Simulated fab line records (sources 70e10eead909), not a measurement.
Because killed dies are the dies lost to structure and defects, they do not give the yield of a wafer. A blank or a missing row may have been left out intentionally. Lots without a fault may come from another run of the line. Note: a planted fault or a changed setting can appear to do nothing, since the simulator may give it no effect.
The tool behind it: which one? + flow nand-harc + route of 1302 steps, sampled at 1 step: 14 lots, 42 wafers

## WHAT EACH GAUGE READ, for each wafer
NHARC_A_BONDPAD_THK_MEAS_30: measures by ellipsometry.
| lot  | measured     | on            | thk-nm (nm)       |
|------|--------------|---------------|-------------------|
| L796 | day 23 13:55 | film-metro-02 | 200.8 202.2 198.8 |
| L797 | day 23 14:50 | film-metro-02 | 198.6 199.4 199.7 |
| L798 | day 24 01:22 | film-metro-01 | 197.7 198.7 198.1 |
| L804 | day 26 06:49 | film-metro-02 | 198.7 204.5 198.2 |
| L807 | day 27 17:38 | film-metro-01 | 199.2 200.3 200.7 |
| L809 | day 28 18:47 | film-metro-02 | 200.4 198.8 198.6 |
| L811 | day 29 09:24 | film-metro-01 | 198.0 198.3 197.2 |
| L812 | day 30 06:02 | film-metro-02 | 199.3 200.8 200.4 |
| L813 | day 30 07:00 | film-metro-02 | 202.2 201.0 203.9 |
| L814 | day 30 13:08 | film-metro-02 | 202.4 201.9 200.5 |
| L815 | day 30 15:08 | film-metro-02 | 198.0 202.1 200.1 |
| L818 | day 31 21:32 | film-metro-01 | 199.1 197.8 201.4 |
| L817 | day 31 23:06 | film-metro-02 | 199.3 200.5 202.7 |
| L819 | day 33 03:45 | film-metro-02 | 199.9 198.3 199.5 |

## EACH LOT AND THE TOOL THAT RAN IT (in order: tool; ch and the chambers of the sampled wafers; start)
Record: no process step prior to these readings.

## WHAT THE TOOLS THEMSELVES READ (means of the sampled wafers that have a number; where no wafer has one, the mark that the record gives instead)
The record holds no such reading with a usual standard deviation.

## THE ANSWER, worked out from the rows above alone
Rule: the usual values come from the lots themselves. Put in order of their means at a reading, lots are off if they are a third of the lots or fewer, leave a main group of 4 or more, and stand apart from it by a gap of 3 or more times the standard deviation of the main group's means; of several such gaps the widest counts. Not used: any main group whose means are identical at the precision the tables above print for the reading. Also off: a lot with no number at a reading for which 4 or more lots have one. Where the step has rows for the other lots, those lots are counted as sound. Order of review: gauges by route order, followed by the tools' own readings, for which a lot's mean as printed above is used. At the first step where some lot is off, the reading lying furthest off is the one used; lots without a number count as furthest.
No lot is off at any reading shown: from this, nothing can be told.

## WHAT THE SIMULATOR HAD PUT IN
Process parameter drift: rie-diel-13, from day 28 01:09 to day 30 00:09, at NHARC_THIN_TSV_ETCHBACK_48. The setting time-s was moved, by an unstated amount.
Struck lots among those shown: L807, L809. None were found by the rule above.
